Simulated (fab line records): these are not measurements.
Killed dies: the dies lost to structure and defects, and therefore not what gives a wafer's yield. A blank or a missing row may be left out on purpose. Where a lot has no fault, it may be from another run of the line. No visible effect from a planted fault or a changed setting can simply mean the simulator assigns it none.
fab line records	flow n5_finfet
record lots=10	wafers=25	last_day=17
route steps=1938 shown BEOL_M0_SAQP@654 BEOL_M4@1111 PASSIVATION@1936
lots with no fault: from the same line, run without faults
start_h: start of the lot's first displayed wafer, in hours after the record's first day	wait_h: how many hours have passed since the lot's step before this one	" same as the row above	L1.1+2: one row covering several wafers at once	- no value, or no start given	* or withheld: withheld	< > ~ a bound
route shown NAME@n: NAME is a module with steps in the file, n the number in the route of the first one	usual: mean/standard deviation taken from wafers without a fault	same: alike in all rows	chamber/n: place in a boat	sites: per-site readings	_std_site: how widely they spread, as a standard deviation	_edge_site: mean of outer sites minus mean of inner sites	radius_mm: for every site, how far away it sits from the centre of the wafer	mask NAME#n: copy n	behind: tool/chamber where the wafer was last shaped	hold: cause of the lot's hold/its duration in hours/its outcome	device: transistor that didn't switch, given as n, p or np	end of line: tests run on the same wafers once the route is complete	a step with no rows: only its recipe	killed: dies that structure and defects cost at the first sort, which is not the same as the wafer's yield	map: a wafer's dies, x killed, . not, _ none there
set.NAME: the setting as run; set.NAME@STEP: as run at that earlier step	model.NAME: the simulator's own value behind a step, which no gauge read
route steps across a sampled set of lots; one table per step, one row per wafer
services: the hour from which a tool's chamber was out of use, counted from the record's first day as start_h (under 0 if before that day), plus the number of hours and why
## steps
# step N5_BEOL_M0_SAQP_ETCH_84
# recipe chemistry=N2/H2	target=SOC	target_depth_a=1000	overetch_a=200	mask_material=SiARC	temp_c=40	time_s=150	ion_energy_ev=200	pressure_mtorr=30	source_w=840	bias_w=150	n2_flow_sccm=200	h2_flow_sccm=200
# usual chamber_pressure_mTorr=30.005/0.027	drypump_motor_current_A=5.6/0.33	oes_product_au=0.68/0.07	rf_vpp_V=524.4/2	showerhead_plenum_p_Torr=2.55/0.066	temp_c=40.00/0.11	throttle_valve_pct=17.85/0.29
lot.wafer	tool	chamber	start_h	wait_h	chamber_pressure_mTorr	drypump_motor_current_A	oes_product_au	rf_hours_counter_h	rf_vpp_V	showerhead_plenum_p_Torr	temp_c	throttle_valve_pct
L828.4	rie_diel-02	2	118.41	0.0	30.036	5.6	0.65	226	525.2	2.59	40.06	17.63
L828.6	"	2	"	"	30.011	5.6	0.64	-	525.1	2.59	40.06	17.61
L831.1	rie_diel-02	2	139.88	0.0	29.973	5.6	0.64	233	525.4	2.58	40.11	17.63
L831.2	"	1	"	"	30.002	5.9	0.65	199	522.2	2.51	40.12	17.63
L831.6	"	0	"	"	30.008	5.8	0.80	-	526.9	2.57	39.89	17.43
L832.2	rie_diel-06	3	142.41	0.0	30.040	4.9	0.63	210	520.2	2.39	40.00	18.13
L832.3	"	1	"	"	30.027	6.0	0.64	204	526.2	2.64	39.95	18.19
L832.6	"	1	"	"	30.039	5.9	0.63	-	526.2	2.64	39.90	18.20
L833.2	rie_diel-02	0	144.96	0.0	30.016	5.8	0.81	28	525.7	2.57	39.83	17.43
L833.3	"	2	"	"	30.047	5.6	0.63	235	526.1	2.58	40.04	17.62
L833.6	"	3	"	"	29.966	5.7	0.65	-	522.2	2.51	39.93	18.16
L834.2	rie_diel-02	2	154.10	0.0	29.974	5.6	0.64	238	525.9	2.58	40.08	17.65
L834.5	"	1	"	"	30.010	5.9	0.65	-	522.0	2.51	40.00	17.65
L834.6	"	2	"	"	30.025	5.7	0.63	-	525.6	2.58	40.13	17.64
L840.5	rie_diel-02	2	193.20	0.0	29.995	5.6	0.63	-	524.2	2.58	39.92	17.68
L840.6	"	3	"	"	30.059	5.7	0.63	-	522.8	2.51	40.05	18.19
L843.4	rie_diel-01	1	220.50	0.0	30.009	5.5	0.67	-	525.9	2.63	40.09	17.92
L843.5	"	0	"	"	30.029	5.3	0.76	-	525.2	2.56	40.01	17.86
L846.3	rie_diel-01	2	226.83	0.0	30.017	5.9	0.64	223	522.5	2.51	40.06	18.31
L846.4	"	1	"	"	30.016	5.5	0.66	173	524.3	2.63	40.06	17.90
L847.2	rie_diel-02	3	230.26	0.0	29.994	5.8	0.63	247	523.1	2.50	40.14	18.21
L847.3	"	0	"	"	30.010	5.8	0.76	57	526.6	2.55	39.60	17.47
L847.5	"	2	"	"	29.979	5.6	0.86	-	524.1	2.57	39.97	17.25
L850.2	rie_diel-02	2	248.89	0.0	29.943	5.7	0.83	13	526.0	2.57	39.91	17.26
L850.5	"	2	"	"	29.985	5.7	0.83	-	524.2	2.57	40.08	17.26
# step N5_BEOL_M0_SAQP_MANDREL1_REMOVE_100
# recipe chemistry=HBr/Cl2/O2	bt_time_s=10	target=a-Si	stop_on=SiNx	endpoint=OES-SiCl	over_etch_frac=0.85	icp_w=600	bias_w=30	HBr_flow_sccm=150	Cl2_flow_sccm=80	O2_flow_sccm=5	pressure_mtorr=10
# usual chamber_pressure_mTorr=10.000/0.0082	drypump_motor_current_A=5.9/0.45	he_backside_leak_sccm=2.73/0.23	oes_product_au=1.008/0.021	throttle_valve_pct=36.7/0.44
lot.wafer	tool	chamber	start_h	wait_h	chamber_pressure_mTorr	drypump_motor_current_A	he_backside_leak_sccm	oes_product_au	rf_hours_counter_h	throttle_valve_pct
L828.4	rie_si-02	3	119.82	0.1	9.985	4.7	2.59	1.010	2	36.2
L828.6	"	1	"	"	10.008	5.3	2.82	0.997	-	36.6
L831.1	rie_si-02	0	141.37	0.1	9.994	5.8	2.93	0.996	6	36.9
L831.2	"	1	"	"	10.000	5.3	2.54	0.998	5	36.6
L831.6	"	0	"	"	9.992	5.7	2.85	1.003	-	36.9
L832.2	rie_si-06	2	143.83	0.1	10.001	5.9	2.57	0.971	84	36.6
L832.3	"	0	"	"	9.995	5.7	2.63	1.054	2	37.3
L832.6	"	3	"	"	9.997	6.6	2.39	0.986	-	36.9
L833.2	rie_si-02	1	146.35	0.1	9.995	5.3	2.64	0.991	5	36.6
L833.3	"	0	"	"	9.997	5.7	2.83	0.999	6	36.9
L833.6	"	3	"	"	10.011	4.8	2.68	1.010	-	36.2
L834.2	rie_si-02	0	155.53	0.1	9.993	5.7	2.89	1.005	6	36.9
L834.5	"	0	"	"	9.988	5.7	2.93	0.998	-	36.9
L834.6	"	1	"	"	10.001	5.3	2.86	0.988	-	36.6
L840.5	rie_si-06	2	195.91	0.1	9.995	5.9	2.67	0.969	-	36.6
L840.6	"	1	"	"	10.021	6.6	2.81	1.034	-	36.7
L843.4	rie_si-06	1	221.86	0.1	9.996	6.6	2.70	1.019	-	36.7
L843.5	"	0	"	"	10.008	5.7	2.67	1.033	-	37.3
L846.3	rie_si-01	3	228.20	0.1	9.987	5.8	2.37	1.025	79	36.2
L846.4	"	2	"	"	9.994	6.5	2.89	1.026	170	36.8
L847.2	rie_si-06	2	233.04	0.1	10.006	5.8	2.65	0.973	86	36.6
L847.3	"	1	"	"	9.988	6.6	2.76	1.032	60	36.7
L847.5	"	1	"	"	10.002	6.6	2.74	1.021	-	36.7
L850.2	rie_si-06	2	251.67	0.1	10.005	5.8	2.67	0.962	87	36.6
L850.5	"	1	"	"	9.996	6.5	2.29	1.027	-	36.7
# step N5_BEOL_M0_SAQP_STRIP_108
# recipe chemistry=N2/H2	power_w=500	temp_c=40	pressure_mtorr=50	rf_frequency_hz=6e+07	overash_fraction=0.3	bias_power_w=28	h2_frac=0.5	n2_flow_sccm=300	h2_flow_sccm=300
# usual chamber_pressure_mTorr=49.99/0.048	drypump_motor_current_A=5.5/0.36	oes_product_au=0.76/0.083	rf_vpp_V=122.0/1	showerhead_plenum_p_Torr=3.37/0.1	temp_c=40.01/0.12	throttle_valve_pct=19.0/0.38
lot.wafer	tool	chamber	start_h	wait_h	chamber_pressure_mTorr	drypump_motor_current_A	oes_product_au	rf_hours_counter_h	rf_vpp_V	showerhead_plenum_p_Torr	temp_c	throttle_valve_pct
L828.4	rie_diel-02	2	120.74	0.0	50.01	5.6	0.71	227	122.3	3.41	40.18	18.5
L828.6	"	1	"	"	49.97	5.9	0.72	-	122.9	3.32	40.15	18.6
L831.1	rie_diel-06	0	142.28	0.0	50.02	5.4	0.76	147	121.7	3.51	39.95	19.1
L831.2	"	1	"	"	49.99	5.9	0.71	204	121.4	3.48	39.95	19.4
L831.6	"	1	"	"	50.04	5.9	0.71	-	122.7	3.48	39.81	19.4
L832.2	rie_diel-01	1	144.82	0.0	49.94	5.5	0.75	149	121.9	3.49	39.91	19.0
L832.3	"	0	"	"	49.95	5.3	0.91	24	121.7	3.40	40.18	18.8
L832.6	"	1	"	"	50.05	5.5	0.75	-	125.4	3.49	40.07	19.0
L833.2	rie_diel-06	1	147.39	0.0	50.09	6.0	0.71	206	122.3	3.48	40.02	19.4
L833.3	"	0	"	"	50.01	5.3	0.76	149	123.4	3.51	39.99	19.2
L833.6	"	0	"	"	49.97	5.3	0.76	-	121.4	3.51	39.89	19.1
L834.2	rie_diel-01	2	156.45	0.0	49.98	5.9	0.73	205	122.6	3.33	39.81	19.6
L834.5	"	3	"	"	49.96	5.2	0.69	-	122.0	3.32	39.98	19.0
L834.6	"	0	"	"	50.06	5.3	0.91	-	122.7	3.40	40.08	18.8
L840.5	rie_diel-06	3	196.90	0.0	49.98	4.9	0.70	-	118.5	3.16	39.91	19.0
L840.6	"	0	"	"	49.99	5.4	0.76	-	123.7	3.50	40.10	19.2
L843.4	rie_diel-01	0	222.76	0.0	49.97	5.3	0.87	-	122.2	3.39	39.96	18.8
L843.5	"	3	"	"	49.95	5.2	0.68	-	121.8	3.31	40.10	19.0
L846.3	rie_diel-06	2	229.11	0.0	49.99	5.0	0.86	74	121.9	3.39	39.82	18.8
L846.4	"	3	"	"	49.94	4.9	0.68	234	120.3	3.16	39.95	19.0
L847.2	rie_diel-06	0	234.03	0.0	50.02	5.3	0.73	173	121.3	3.50	40.11	19.2
L847.3	"	1	"	"	49.96	6.0	0.69	231	122.5	3.46	40.18	19.5
L847.5	"	2	"	"	49.98	5.0	0.85	-	122.7	3.39	40.19	18.8
L850.2	rie_diel-02	2	252.80	0.0	49.94	5.6	0.95	15	121.8	3.39	39.95	18.1
L850.5	"	2	"	"	49.96	5.6	0.95	-	121.0	3.39	40.00	18.1
# step N5_BEOL_M0_SAQP_SPACER2_ALD_26
# recipe material=SiO2	target_thk_a=150	temp_c=300	ald_precursor_family=BDEAS	ald_co_reactant=O2-plasma	pulse_time_s=1	purge_time_s=2	co_reactant_purge_time_s=2	pressure_torr=2
# usual heater_power_w=462/42	precursor_pulse_height_rel=0.999/0.02
lot.wafer	tool	chamber	start_h	wait_h	heater_power_w	precursor_pulse_height_rel
L828.4	ald_sin-04	3	121.16	0.3	490	0.976
L828.6	"	3	"	"	475	0.997
L831.1	ald_sin-01	1	142.49	0.1	494	0.983
L831.2	"	2	"	"	498	1.013
L831.6	"	2	"	"	497	1.035
L832.2	ald_sin-04	2	145.02	0.1	490	1.011
L832.3	"	3	"	"	488	1.029
L832.6	"	2	"	"	486	1.038
L833.2	ald_sin-01	1	148.66	1.2	497	1.015
L833.3	"	3	"	"	460	1.031
L833.6	"	2	"	"	497	0.998
L834.2	ald_sin-01	2	156.66	0.1	492	1.001
L834.5	"	0	"	"	409	0.991
L834.6	"	3	"	"	476	0.980
L840.5	ald_sin-01	3	197.35	0.3	467	0.994
L840.6	"	0	"	"	412	1.012
L843.4	ald_sin-04	2	222.95	0.1	491	0.975
L843.5	"	2	"	"	490	1.031
L846.3	ald_sin-04	2	229.48	0.2	485	0.984
L846.4	"	3	"	"	484	0.960
L847.2	ald_sin-04	1	235.68	1.5	402	1.025
L847.3	"	2	"	"	489	1.023
L847.5	"	0	"	"	430	1.001
L850.2	ald_sin-04	2	254.77	1.7	500	0.986
L850.5	"	1	"	"	410	1.013
# step N5_BEOL_M0_SAQP_CD_MEAS_29
# recipe target_cd_nm=14.4	landing_energy_ev=1000	detector=se_inlens
# usual cd_nm=15.00/0.26
lot.wafer	tool	chamber	start_h	wait_h	cd_nm
L828.4	cd_sem-03	0	121.99	0.1	15.41
L828.6	"	0	"	"	14.64
L831.1	cd_sem-03	0	143.23	0.1	15.20
L831.2	"	0	"	"	14.82
L831.6	"	0	"	"	14.98
L832.2	cd_sem-03	0	145.78	0.1	15.26
L832.3	"	0	"	"	15.31
L832.6	"	0	"	"	14.79
L833.2	cd_sem-02	0	149.41	0.1	14.41
L833.3	"	0	"	"	14.79
L833.6	"	0	"	"	15.12
L834.2	cd_sem-01	0	157.40	0.1	15.02
L834.5	"	0	"	"	22.45
L834.6	"	0	"	"	22.07
L840.5	cd_sem-01	0	197.84	0.0	22.08
L840.6	"	0	"	"	22.19
L843.4	cd_sem-02	0	223.77	0.1	15.12
L843.5	"	0	"	"	14.93
L846.3	cd_sem-02	0	230.23	0.1	15.43
L846.4	"	0	"	"	15.00
L847.2	cd_sem-03	0	236.47	0.1	15.37
L847.3	"	0	"	"	14.82
L847.5	"	0	"	"	14.90
L850.2	cd_sem-03	0	255.52	0.1	14.92
L850.5	"	0	"	"	15.31
# step N5_BEOL_M4_RC_MEAS_101
# usual DIBL_N=36.0/2	DIBL_P=35.9/2.5	IOFF_N=0.16/0.038	IOFF_P=0.21/0.04	ION_N=675/14	ION_P=462/9.4	SS_N=71.5/0.75	SS_P=73.2/0.74	VT_N=250/3.9	VT_P=-251/3.2
lot.wafer	tool	chamber	start_h	wait_h	DIBL_N[mV/V]	DIBL_P[mV/V]	IOFF_N[nA/um]	IOFF_P[nA/um]	ION_N[uA/um]	ION_P[uA/um]	SS_N[mV/dec]	SS_P[mV/dec]	VT_N[mV]	VT_P[mV]
L828.4	prober-01	0	164.16	0.5	35.2	35.1	0.17	0.22	691	472	70.9	73.1	244	-245
L828.6	"	0	"	"	36.8	35.2	0.21	0.22	694	466	71.7	73.5	242	-246
L832.2	prober-02	0	192.72	0.2	36.9	37.7	0.20	0.25	705	478	71.5	73.2	244	-246
L832.3	"	0	"	"	37.0	39.5	0.18	0.28	681	474	71.4	74.4	249	-249
L832.6	"	0	"	"	37.0	38.4	0.18	0.26	692	479	71.2	73.7	247	-248
L831.1	prober-01	0	197.12	0.0	37.3	37.2	0.17	0.19	664	446	72.3	73.7	251	-255
L831.2	"	0	"	"	32.4	31.9	0.11	0.14	654	445	70.8	72.6	256	-257
L831.6	"	0	"	"	38.7	39.4	0.20	0.25	670	459	71.8	74.5	246	-251
L833.2	prober-02	0	200.00	0.2	32.5	32.2	0.11	0.16	679	473	69.6	71.7	256	-251
L833.3	"	0	"	"	35.9	35.1	0.15	0.19	676	460	70.2	73.4	251	-251
L833.6	"	0	"	"	35.7	35.0	0.15	0.18	675	464	70.1	72.7	251	-249
L834.2	prober-01	0	205.27	0.2	34.7	33.1	0.14	0.18	668	461	71.0	72.9	250	-253
L843.4	prober-01	0	272.49	0.5	34.9	34.7	0.13	0.18	658	448	72.0	73.1	254	-253
L843.5	"	0	"	"	39.8	40.8	0.25	0.29	683	465	72.4	74.8	242	-246
L846.3	prober-01	0	273.98	0.3	33.9	30.5	0.13	0.16	653	444	70.8	72.2	252	-256
L846.4	"	0	"	"	39.8	39.0	0.27	0.30	696	469	72.6	73.9	241	-244
L847.2	prober-01	0	276.71	0.2	36.8	37.8	0.16	0.21	685	465	71.4	73.6	250	-248
L847.3	"	0	"	"	31.9	32.6	0.09	0.15	660	463	70.5	71.4	258	-256
L847.5	"	0	"	"	35.9	36.6	0.15	0.20	676	468	71.2	72.9	251	-251
L850.2	prober-01	0	311.46	0.2	38.3	37.2	0.19	0.21	689	465	72.3	74.2	249	-253
L850.5	"	0	"	"	39.1	37.9	0.21	0.22	679	454	73.5	73.3	246	-250
# step N5_PASSIVATION_PROBE_49
# usual defect_limited_yield=91.3/1.5	killed_at_M0_to_M3=33/12	killed_at_M4_up=15/5.2	killed_at_contacts=12/5.1	killed_at_front_end=39/11	killed_at_other=5/3.6	killed_dies=103/18	killed_on_rim=14/4.3	killed_open=67/13	killed_short=33/7.8	sort_bin_5_function=5.1/0.96	sort_bin_6_memory=3.2/0.71	sort_bin_8_speed=0.01/0.063	sort_n_pass=1077/18
# same gross_dies=1180	killed_at_back_side=0	sort_bin_4_leakage[%]=0
lot.wafer	tool	chamber	start_h	wait_h	defect_limited_yield[%]	killed_at_M0_to_M3	killed_at_M4_up	killed_at_contacts	killed_at_front_end	killed_at_other	killed_dies	killed_on_rim	killed_open	killed_short	sort_bin_5_function[%]	sort_bin_6_memory[%]	sort_bin_8_speed[%]	sort_n_pass
L833.2	prober-02	-	297.90	0.1	92.3	18	14	11	37	11	91	11	68	22	5.2	2.5	0	1089
L833.3	prober-02	-	297.95	0.1	89.3	49	21	19	31	6	126	22	97	29	6.7	3.6	0	1054
L833.6	prober-02	-	298.10	0.3	91.8	19	15	18	28	17	97	16	57	40	4.8	3.1	0	1083
L834.2	prober-02	-	300.56	0.1	89.4	33	10	8	67	7	125	18	66	48	6.4	3.4	0	1055
L834.5	prober-02	-	300.71	0.2	0	1117	10	6	39	8	1180	152	63	44	95.8	4.1	0	0
L834.6	prober-02	-	300.76	0.3	0	1095	14	8	56	7	1180	152	69	42	96.9	2.9	0	0
L840.5	prober-02	-	348.99	0.2	0	1095	15	7	50	13	1180	152	62	45	95.9	3.5	0	0
L840.6	prober-02	-	349.04	0.3	0	1100	16	10	52	2	1180	152	66	38	96.6	3.0	0	0
# killed by level:class
L833.2 MOL_CONTACT_COAG:geometric_particle:open=11 STI_FIN_REVEAL:geometric_particle:open=10 BEOL_M4:geometric_particle:open=6 BEOL_M5:geometric_particle:open=5 STARTING-WAFER:geometric_particle:open=5 BEOL_M1:geometric_particle:open=4 ILD0:geometric_particle:open=4 GATE_CUT:geometric_particle:short=4
L833.3 MOL_CONTACT_COAG:geometric_particle:open=17 BEOL_M1:geometric_particle:open=17 BEOL_M4:geometric_particle:open=13 BEOL_M3:geometric_particle:open=10 GATE_CUT:geometric_particle:short=7 FIN_SAQP:geometric_particle:open=6 GATE_CUT:geometric_particle:open=6 BEOL_M2:geometric_particle:open=6
L833.6 MOL_CONTACT_COAG:geometric_particle:open=10 MOL_CONTACT_COAG:geometric_particle:short=8 BEOL_M4:geometric_particle:open=7 FIN_SAQP:geometric_particle:open=6 BEOL_M3:geometric_particle:open=6 PASS1_CAP:geometric_particle:open=5 FIN_SAQP:geometric_particle:short=4 BEOL_M0_SAQP:geometric_particle:short=4
L834.2 FIN_SAQP:geometric_particle:short=16 FIN_SAQP:geometric_particle:open=11 STI_FIN_REVEAL:geometric_particle:open=11 ILD0:geometric_particle:short=7 BEOL_M3:geometric_particle:open=7 BEOL_M0_SAQP:geometric_particle:short=6 BEOL_M0_SAQP:geometric_particle:open=6 HKMG_FIN:area_etch=6
L834.5 BEOL_M0_SAQP:area_ald=1073 BEOL_M0_SAQP:geometric_particle:short=15 BEOL_M0_SAQP:geometric_particle:open=10 STI_FIN_REVEAL:geometric_particle:open=9 FIN_SAQP:geometric_particle:open=8 BEOL_M1:geometric_particle:open=6 MIM_TOP_ETCH:geometric_particle:short=5 BEOL_M3:geometric_particle:open=5
L834.6 BEOL_M0_SAQP:area_ald=1069 STI_FIN_REVEAL:geometric_particle:open=11 FIN_SAQP:geometric_particle:short=9 ILD0:geometric_particle:open=8 MOL_CONTACT_COAG:geometric_particle:open=8 BEOL_M0_SAQP:geometric_particle:short=8 BEOL_M0_SAQP:geometric_particle:open=8 GATE_CUT:geometric_particle:short=7
L840.5 BEOL_M0_SAQP:area_ald=1073 FIN_SAQP:geometric_particle:open=10 FIN_SAQP:geometric_particle:short=10 STI_FIN_REVEAL:geometric_particle:open=9 GATE_CUT:geometric_particle:short=9 BEOL_M4:geometric_particle:open=9 BEOL_M1:geometric_particle:open=7 DUMMY_GATE:geometric_particle:open=5
L840.6 BEOL_M0_SAQP:area_ald=1076 STI_FIN_REVEAL:geometric_particle:open=17 GATE_CUT:geometric_particle:short=10 MOL_CONTACT_COAG:geometric_particle:open=10 FIN_SAQP:geometric_particle:short=9 FIN_SAQP:geometric_particle:open=7 BEOL_M0_SAQP:geometric_particle:open=7 BEOL_M0_SAQP:geometric_particle:short=7
## services
tool	chamber	start_h	hours	kind
rie_diel-01	-	94.56	2.8	pm
rie_si-01	-	100.82	0.3	repair
rie_diel-01	0	114.37	7.6	repair
rie_diel-06	1	127.09	2.5	repair
rie_si-02	2	137.22	8.0	repair
rie_diel-06	2	139.56	7.7	repair
rie_diel-01	3	142.69	2.2	repair
ald_sin-01	3	158.58	5.2	repair
ald_sin-04	-	176.75	14.0	pm
rie_diel-02	1	178.83	7.1	repair
rie_si-01	2	190.70	15.4	repair
ald_sin-04	-	195.90	14.6	pm
rie_diel-02	2	196.07	-	clean
rie_diel-02	2	196.07	-	consumable_replace:focus_ring
ald_sin-01	-	199.15	6.0	pm
ald_sin-01	3	211.06	9.5	repair
rie_si-06	3	217.52	6.3	repair
rie_diel-01	2	220.13	3.2	repair
rie_diel-02	3	236.85	-	clean
rie_diel-02	3	236.85	-	consumable_replace:focus_ring
ald_sin-01	3	239.15	3.4	repair
rie_si-02	1	243.08	8.0	repair
rie_si-01	1	248.26	3.9	repair
rie_si-06	2	253.68	1.0	repair
## key
first_sign step=N5_BEOL_M0_SAQP_CD_MEAS_29	reading=cd_nm	direction=up	sigmas=28	usual=15.00	struck=22.20
effect step=N5_PASSIVATION_PROBE_49	reading=sort_bin_5_function	direction=up	sigmas=95	usual=5.1	struck=96.3
more_kills_born_at N5_BEOL_M0_SAQP_SPACER2_ALD_26@ald_sin-01=4291
met_at N5_BEOL_M0_SAQP_SPACER2_ALD_26
struck_lots L834,L840
struck_wafers L834.5,L834.6,L840.5,L840.6
later_rows_left_out L834.5,L834.6,L840.5,L840.6
not_acting_at N5_BEOL_M0_SAQP_ETCH_84,N5_BEOL_M0_SAQP_MANDREL1_REMOVE_100,N5_BEOL_M0_SAQP_STRIP_108
onset_between 148.66 156.66
fault kind=process_parameter_drift	tool=ald_sin-01	chamber=-	onset_h=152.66	steps=N5_BEOL_M0_SAQP_SPACER2_ALD_26	channel=target_thk_a	offset=*	shape=step	end_h=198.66	scope=struck_wafers_only	acts_in=*	stated=*
# later_rows_left_out: the simulator's readings of these wafers behind a module that went badly wrong aren't trusted and aren't shown, but for the sort
